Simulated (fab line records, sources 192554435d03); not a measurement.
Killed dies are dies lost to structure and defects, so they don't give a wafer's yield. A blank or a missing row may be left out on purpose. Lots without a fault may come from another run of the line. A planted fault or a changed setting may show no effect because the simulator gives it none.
Which tool did it? | flow n5_finfet | 15 lots, 45 wafers sampled, at 6 steps of a route of 1938

WHAT THE GAUGES READ, wafer by wafer
N5_BEOL_M0_SAQP_CD_MEAS_25: target cd 13.1 nm. Usual: cd_nm 12.85 nm, standard deviation 0.2.
lot  | measured     | on        | cd_nm (nm)        | flag
L702 | day 5 16:31  | cd_sem-02 | 13.18 12.79 12.98 |
L703 | day 5 20:47  | cd_sem-03 | 12.69 13.22 13.04 |
L704 | day 6 03:32  | cd_sem-03 | 12.81 12.63 12.70 |
L705 | day 6 08:12  | cd_sem-02 | 12.69 12.86 12.66 |
L706 | day 6 14:05  | cd_sem-03 | 12.84 12.69 12.99 |
L707 | day 7 02:14  | cd_sem-01 | 12.91 13.23 12.92 |
L708 | day 7 05:10  | cd_sem-01 | 13.05 12.59 12.98 |
L709 | day 7 10:51  | cd_sem-03 | 12.83 12.74 12.93 |
L710 | day 7 19:34  | cd_sem-01 | 12.70 13.05 12.63 |
L720 | day 10 05:56 | cd_sem-03 | - - -             | OFF
L721 | day 10 08:52 | cd_sem-02 | - - -             | OFF
L722 | day 10 12:33 | cd_sem-01 | - - -             | OFF
L723 | day 10 16:05 | cd_sem-02 | 13.27 13.10 12.55 |
L724 | day 11 03:02 | cd_sem-01 | 12.93 12.90 12.96 |
L725 | day 11 06:03 | cd_sem-03 | 12.56 12.44 13.07 |

N5_BEOL_M4_RC_MEAS_101. Usual: DIBL_N 36.4 mV/V, standard deviation 1.5; DIBL_P 36.6 mV/V, standard deviation 1.9; IOFF_N 0.155 nA/um, standard deviation 0.021; IOFF_P 0.211 nA/um, standard deviation 0.028; ION_N 671 uA/um, standard deviation 8.6; ION_P 462 uA/um, standard deviation 5.8; SS_N 71.5 mV/dec, standard deviation 0.5; SS_P 73.4 mV/dec, standard deviation 0.58; VT_N 250.1 mV, standard deviation 2.4; VT_P -250.1 mV, standard deviation 3.
lot  | measured     | on        | DIBL_N (mV/V)  | DIBL_P (mV/V)  | IOFF_N (nA/um)    | IOFF_P (nA/um)    | ION_N (uA/um) | ION_P (uA/um) | SS_N (mV/dec)  | SS_P (mV/dec)  | VT_N (mV)         | VT_P (mV)            | flag
L702 | day 7 23:52  | prober-02 | 35.7 35.3 35.8 | 35.0 35.4 34.5 | 0.134 0.138 0.142 | 0.193 0.200 0.189 | 674 667 685   | 457 464 461   | 71.2 71.4 71.5 | 72.5 72.0 72.8 | 250.6 248.9 250.2 | -250.8 -251.9 -252.8 |
L703 | day 8 08:29  | prober-01 | 35.7 36.7 35.8 | 35.7 36.6 35.5 | 0.152 0.157 0.149 | 0.207 0.215 0.198 | 677 676 664   | 464 468 460   | 71.3 71.8 71.7 | 73.3 73.8 74.5 | 249.9 249.4 251.1 | -250.3 -251.7 -249.5 |
L704 | day 8 10:45  | prober-01 | 36.4 36.8 36.8 | 37.3 37.6 38.0 | 0.155 0.159 0.158 | 0.241 0.256 0.251 | 671 664 675   | 472 466 469   | 71.1 70.7 71.4 | 73.9 73.5 74.1 | 248.2 248.4 250.2 | -247.0 -247.3 -246.1 |
L705 | day 8 18:28  | prober-01 | 37.2 38.2 34.9 | 39.2 39.4 36.1 | 0.161 0.176 0.127 | 0.217 0.220 0.173 | 673 674 660   | 462 460 453   | 71.3 72.0 71.1 | 73.6 73.9 72.8 | 252.4 250.6 256.3 | -251.4 -250.6 -252.3 |
L706 | day 8 18:59  | prober-02 | 35.9 34.8 36.2 | 35.7 34.6 35.7 | 0.146 0.130 0.145 | 0.173 0.158 0.171 | 668 665 664   | 450 448 456   | 71.1 70.9 70.9 | 73.6 73.4 73.4 | 250.3 251.9 248.6 | -254.6 -256.9 -255.1 |
L707 | day 8 22:37  | prober-01 | 34.9 34.0 33.9 | 34.8 33.9 33.5 | 0.137 0.129 0.126 | 0.224 0.204 0.202 | 657 661 660   | 464 463 466   | 70.6 70.9 71.0 | 72.8 72.6 72.7 | 254.1 256.0 249.6 | -246.3 -251.0 -251.1 |
L708 | day 9 15:51  | prober-02 | 36.5 34.8 36.1 | 36.7 33.9 36.1 | 0.155 0.126 0.144 | 0.208 0.179 0.205 | 673 664 669   | 460 459 462   | 71.6 71.2 71.3 | 73.4 72.0 73.7 | 250.9 250.4 252.1 | -250.0 -253.1 -252.4 |
L709 | day 9 16:14  | prober-01 | 37.1 36.5 36.7 | 38.8 37.6 38.3 | 0.171 0.168 0.163 | 0.237 0.222 0.237 | 675 674 675   | 466 463 464   | 72.0 71.3 71.5 | 73.4 73.5 73.5 | 248.3 247.9 249.0 | -246.5 -247.4 -246.5 |
L710 | day 9 22:48  | prober-01 | 35.8 37.2 34.7 | 36.1 38.0 35.6 | 0.159 0.187 0.134 | 0.205 0.236 0.195 | 677 683 658   | 461 462 456   | 71.3 71.7 70.5 | 73.3 73.5 73.3 | 249.3 245.6 251.4 | -251.5 -248.7 -252.2 |
L723 | day 13 15:49 | prober-01 | 39.8 39.0 38.5 | 41.7 41.0 39.3 | 0.233 0.208 0.171 | 0.282 0.272 0.232 | 702 686 672   | 480 467 463   | 72.2 72.0 71.9 | 74.6 74.7 73.8 | 243.9 247.7 251.6 | -246.3 -247.1 -249.3 |
L724 | day 13 09:25 | prober-01 | 32.6 34.9 34.2 | 33.7 35.5 34.8 | 0.128 0.152 0.143 | 0.168 0.209 0.188 | 670 677 679   | 469 471 467   | 71.4 71.3 71.7 | 72.8 73.7 73.1 | 252.5 249.9 251.6 | -250.6 -246.6 -253.1 |
L725 | day 13 20:34 | prober-02 | 37.5 36.8 38.2 | 37.3 37.3 38.1 | 0.160 0.155 0.175 | 0.168 0.173 0.183 | 675 675 691   | 452 458 461   | 72.1 70.9 71.8 | 73.6 73.6 73.1 | 248.8 248.2 247.3 | -257.4 -256.5 -256.1 |

WHICH TOOL RAN EACH LOT (tool, then ch and the chambers of the sampled wafers, then the start)
lot  | N5_BEOL_M0_SAQP_STRIP_86           | N5_BEOL_M0_SAQP_SPACER1_ALD_98    | N5_BEOL_M0_SAQP_ETCH_101           | N5_BEOL_M0_SAQP_ETCH_102
L702 | rie_diel-02 ch 0,2,3, day 5 15:19  | ald_sin-02 ch 0,2,3, day 5 15:50  | rie_diel-05 ch 0,2,3, day 5 16:33  | rie_si-01 ch 0,1,3, day 5 16:40
L703 | rie_diel-05 ch 1,2,3, day 5 18:54  | ald_sin-04 ch 1,2,3, day 5 20:05  | rie_diel-03 ch 0,2,3, day 5 20:49  | rie_si-01 ch 0,1,3, day 5 20:55
L704 | rie_diel-02 ch 1,2,3, day 6 02:20  | ald_sin-04 ch 1,2,3, day 6 02:52  | rie_diel-05 ch 0,2,3, day 6 03:44  | rie_si-05 ch 0,2,3, day 6 03:50
L705 | rie_diel-03 ch 0,1,3, day 6 07:00  | ald_sin-04 ch 1,2,3, day 6 07:31  | rie_diel-05 ch 0,1,2, day 6 08:17  | rie_si-01 ch 0,1,2, day 6 08:24
L706 | rie_diel-05 ch 1,2,3, day 6 12:54  | ald_sin-04 ch 1,2,3, day 6 13:25  | rie_diel-02 ch 0,2,3, day 6 14:08  | rie_si-01 ch 0,1,2, day 6 14:14
L707 | rie_diel-02 ch 1,2,3, day 7 01:02  | ald_sin-03 ch 0,1,2, day 7 01:33  | rie_diel-05 ch 0,1,2, day 7 02:19  | rie_si-03 ch 0,2,3, day 7 02:26
L708 | rie_diel-05 ch 1,2,3, day 7 03:58  | ald_sin-03 ch 1,3, day 7 04:29    | rie_diel-02 ch 1,2,3, day 7 05:11  | rie_si-01 ch 0,1, day 7 05:18
L709 | rie_diel-05 ch 2,3, day 7 09:32    | ald_sin-03 ch 0,1,3, day 7 10:03  | rie_diel-05 ch 0,1,2, day 7 11:05  | rie_si-01 ch 0,1, day 7 11:12
L710 | rie_diel-05 ch 1,2, day 7 17:48    | ald_sin-02 ch 1,2,3, day 7 18:44  | rie_diel-05 ch 0,1, day 7 19:36    | rie_si-03 ch 0,1,2, day 7 19:42
L720 | rie_diel-02 ch 0,1,2, day 10 04:08 | ald_sin-04 ch 0,1,2, day 10 05:16 | rie_diel-02 ch 1,2,3, day 10 06:12 | rie_si-05 ch 0,1,3, day 10 06:18
L721 | rie_diel-03 ch 1,2,3, day 10 07:40 | ald_sin-03 ch 0,2,3, day 10 08:11 | rie_diel-05 ch 0,1,3, day 10 08:53 | rie_si-01 ch 0,2,3, day 10 09:00
L722 | rie_diel-02 ch 0,2,3, day 10 11:17 | ald_sin-03 ch 0,1,2, day 10 11:52 | rie_diel-03 ch 2,3, day 10 12:35   | rie_si-05 ch 0,1, day 10 12:41
L723 | rie_diel-03 ch 0,1,2, day 10 14:53 | ald_sin-03 ch 0,3, day 10 15:25   | rie_diel-03 ch 0,1,2, day 10 16:17 | rie_si-03 ch 0,2,3, day 10 16:24
L724 | rie_diel-02 ch 0,2,3, day 11 01:48 | ald_sin-02 ch 0,1, day 11 02:22   | rie_diel-05 ch 1,2, day 11 03:04   | rie_si-01 ch 0,1,3, day 11 03:10
L725 | rie_diel-03 ch 1,2, day 11 04:49   | ald_sin-02 ch 0,1,3, day 11 05:22 | rie_diel-05 ch 1,2,3, day 11 06:05 | rie_si-01 ch 0,1,2, day 11 06:11
- N5_BEOL_M0_SAQP_STRIP_86: strips in N2/H2.
- N5_BEOL_M0_SAQP_SPACER1_ALD_98: deposits SiO2, target thk 12.8 nm, pulse time 1 s, purge time 2 s.
- N5_BEOL_M0_SAQP_ETCH_101: etches SiNx in CH3F/O2, target depth 29.9 nm, time 42.7 s.
- N5_BEOL_M0_SAQP_ETCH_102: etches SiO2 in CF4, target depth 4 nm, time 4.4 s.

WHAT THE TOOLS THEMSELVES READ (means of the sampled wafers that have a number; where no wafer has one, the mark that the record gives instead)
N5_BEOL_M0_SAQP_STRIP_86. Usual: drypump_motor_current_A 5.6 A, standard deviation 0.47; oes_product_au 0.78 a.u., standard deviation 0.081; rf_vpp_V 122.0 V, standard deviation 1.5; showerhead_plenum_p_Torr 3.38 Torr, standard deviation 0.1; throttle_valve_pct 18.8 %, standard deviation 0.38.
lot  | tool        | drypump_motor_current_A (A) | oes_product_au (a.u.) | rf_vpp_V (V) | showerhead_plenum_p_Torr (Torr) | throttle_valve_pct (%) | flag
L702 | rie_diel-02 | 5.6                         | 0.84                  | 123.0        | 3.47                            | 18.5                   |
L703 | rie_diel-05 | 5.6                         | 0.73                  | 123.3        | 3.30                            | 19.0                   |
L704 | rie_diel-02 | 5.4                         | 0.82                  | 121.7        | 3.42                            | 18.8                   |
L705 | rie_diel-03 | 5.4                         | 0.79                  | 122.3        | 3.37                            | 18.7                   |
L706 | rie_diel-05 | 5.6                         | 0.73                  | 121.9        | 3.30                            | 19.0                   |
L707 | rie_diel-02 | 5.5                         | 0.81                  | 121.0        | 3.42                            | 18.8                   |
L708 | rie_diel-05 | 5.6                         | 0.73                  | 121.4        | 3.30                            | 19.0                   |
L709 | rie_diel-05 | 5.8                         | 0.74                  | 120.2        | 3.22                            | 19.0                   |
L710 | rie_diel-05 | 5.5                         | 0.71                  | 121.5        | 3.38                            | 19.0                   |
L720 | rie_diel-02 | 5.5                         | 0.85                  | 122.9        | 3.44                            | 18.7                   |
L721 | rie_diel-03 | 5.3                         | 0.81                  | 122.8        | 3.37                            | 18.7                   |
L722 | rie_diel-02 | 5.6                         | 0.79                  | 123.6        | 3.45                            | 18.6                   |
L723 | rie_diel-03 | 5.3                         | 0.84                  | 122.5        | 3.39                            | 18.8                   |
L724 | rie_diel-02 | 5.6                         | 0.79                  | 123.5        | 3.45                            | 18.6                   |
L725 | rie_diel-03 | 5.2                         | 0.83                  | 122.4        | 3.39                            | 18.6                   |

N5_BEOL_M0_SAQP_SPACER1_ALD_98. Usual: chamber_pressure_Torr 2.000 Torr, standard deviation 0.0043; heater_power_w 466 W, standard deviation 46; precursor_pulse_height_rel 0.998, standard deviation 0.02.
lot  | tool       | chamber_pressure_Torr (Torr) | heater_power_w (W) | precursor_pulse_height_rel | flag
L702 | ald_sin-02 | 2.001                        | 512                | 1.003                      |
L703 | ald_sin-04 | 1.999                        | 473                | 1.005                      |
L704 | ald_sin-04 | 2.001                        | 474                | 1.003                      |
L705 | ald_sin-04 | 2.002                        | 476                | 1.011                      |
L706 | ald_sin-04 | 2.001                        | 474                | 0.979                      |
L707 | ald_sin-03 | 2.001                        | 461                | 0.990                      |
L708 | ald_sin-03 | 2.000                        | 462                | 0.987                      |
L709 | ald_sin-03 | 2.001                        | 460                | 1.001                      |
L710 | ald_sin-02 | 1.998                        | 473                | 1.003                      |
L720 | ald_sin-04 | -                            | -                  | -                          | OFF
L721 | ald_sin-03 | -                            | -                  | -                          | OFF
L722 | ald_sin-03 | -                            | -                  | -                          | OFF
L723 | ald_sin-03 | 2.004                        | 400                | 0.988                      |
L724 | ald_sin-02 | 2.000                        | 491                | 1.003                      |
L725 | ald_sin-02 | 1.996                        | 511                | 1.003                      |

N5_BEOL_M0_SAQP_ETCH_101. Usual: O2_flow_sccm 20.01 sccm, standard deviation 0.063; drypump_motor_current_A 5.7 A, standard deviation 0.53; oes_product_au 0.75 a.u., standard deviation 0.075; rf_vpp_V 297 V, standard deviation 4.9; showerhead_plenum_p_Torr 2.00 Torr, standard deviation 0.07; throttle_valve_pct 16.41 %, standard deviation 0.26.
lot  | tool        | O2_flow_sccm (sccm) | drypump_motor_current_A (A) | oes_product_au (a.u.) | rf_vpp_V (V) | showerhead_plenum_p_Torr (Torr) | throttle_valve_pct (%) | flag
L702 | rie_diel-05 | 20.02               | 6.1                         | 0.73                  | 297          | 1.94                            | 16.60                  |
L703 | rie_diel-03 | 20.06               | 5.3                         | 0.74                  | 293          | 2.03                            | 16.40                  |
L704 | rie_diel-05 | 19.94               | 6.1                         | 0.72                  | 297          | 1.94                            | 16.61                  |
L705 | rie_diel-05 | 20.00               | 5.9                         | 0.70                  | 298          | 1.98                            | 16.54                  |
L706 | rie_diel-02 | 20.07               | 5.6                         | 0.82                  | 298          | 2.07                            | 16.22                  |
L707 | rie_diel-05 | 20.00               | 5.9                         | 0.71                  | 298          | 1.98                            | 16.55                  |
L708 | rie_diel-02 | 20.02               | 5.5                         | 0.80                  | 298          | 2.03                            | 16.27                  |
L709 | rie_diel-05 | 19.99               | 5.9                         | 0.70                  | 298          | 1.98                            | 16.55                  |
L710 | rie_diel-05 | 20.04               | 5.9                         | 0.69                  | 296          | 2.01                            | 16.60                  |
L720 | rie_diel-02 | 20.03               | 5.5                         | 0.78                  | 298          | 2.03                            | 16.32                  |
L721 | rie_diel-05 | 20.11               | 5.6                         | 0.71                  | 294          | 1.98                            | 16.55                  |
L722 | rie_diel-03 | 19.98               | 5.0                         | 0.85                  | 292          | 2.03                            | 16.31                  |
L723 | rie_diel-03 | 20.00               | 5.2                         | 0.84                  | 294          | 2.02                            | 16.24                  |
L724 | rie_diel-05 | 20.05               | 5.9                         | 0.68                  | 300          | 1.95                            | 16.58                  |
L725 | rie_diel-05 | 19.98               | 5.6                         | 0.70                  | 295          | 1.95                            | 16.54                  |

N5_BEOL_M0_SAQP_ETCH_102. Usual: drypump_motor_current_A 5.7 A, standard deviation 0.37; oes_product_au 0.998 a.u., standard deviation 0.021; throttle_valve_pct 21.77 %, standard deviation 0.25.
lot  | tool      | drypump_motor_current_A (A) | oes_product_au (a.u.) | throttle_valve_pct (%) | flag
L702 | rie_si-01 | 5.6                         | 0.977                 | 21.83                  |
L703 | rie_si-01 | 5.6                         | 0.987                 | 21.82                  |
L704 | rie_si-05 | 6.0                         | 0.994                 | 21.88                  |
L705 | rie_si-01 | 5.7                         | 1.001                 | 21.82                  |
L706 | rie_si-01 | 5.7                         | 1.001                 | 21.82                  |
L707 | rie_si-03 | 5.5                         | 0.998                 | 21.72                  |
L708 | rie_si-01 | 5.5                         | 0.982                 | 21.84                  |
L709 | rie_si-01 | 5.5                         | 0.982                 | 21.84                  |
L710 | rie_si-03 | 5.5                         | 1.014                 | 21.74                  |
L720 | rie_si-05 | 6.2                         | 0.998                 | 21.67                  |
L721 | rie_si-01 | 5.8                         | 1.006                 | 21.81                  |
L722 | rie_si-05 | 5.8                         | 1.003                 | 21.74                  |
L723 | rie_si-03 | 5.4                         | 1.004                 | 21.72                  |
L724 | rie_si-01 | 5.6                         | 0.987                 | 21.84                  |
L725 | rie_si-01 | 5.7                         | 0.993                 | 21.82                  |

THE ANSWER, worked out from the rows above alone
Rule: a lot is off if the mean of its wafers that have a number lies more than 3 standard deviations from the usual mean. A lot without any number at a reading at which 4 lots or more have one is off too. The other lots that the step has rows for count as sound. The gauges are gone through in route order, then the tools' own readings, and for those a lot's mean is taken as printed above. The first step at which some lot is off is used, and at that step the reading that is off furthest; a lot without a number counts as furthest.
Off: L720, L721, L722, at N5_BEOL_M0_SAQP_CD_MEAS_25 (cd_nm). Without a number there: L720, L721, L722.
A tool fits if, at a process step before that reading, it ran every lot that is off, and no sound lot after the first of them. The gauges at N5_BEOL_M0_SAQP_CD_MEAS_25 aren't tried: what is off there is off at N5_BEOL_M0_SAQP_SPACER1_ALD_98 too, on other tools, and a gauge's error can't cause that. None of those tried fits.

WHAT THE SIMULATOR HAD PUT IN
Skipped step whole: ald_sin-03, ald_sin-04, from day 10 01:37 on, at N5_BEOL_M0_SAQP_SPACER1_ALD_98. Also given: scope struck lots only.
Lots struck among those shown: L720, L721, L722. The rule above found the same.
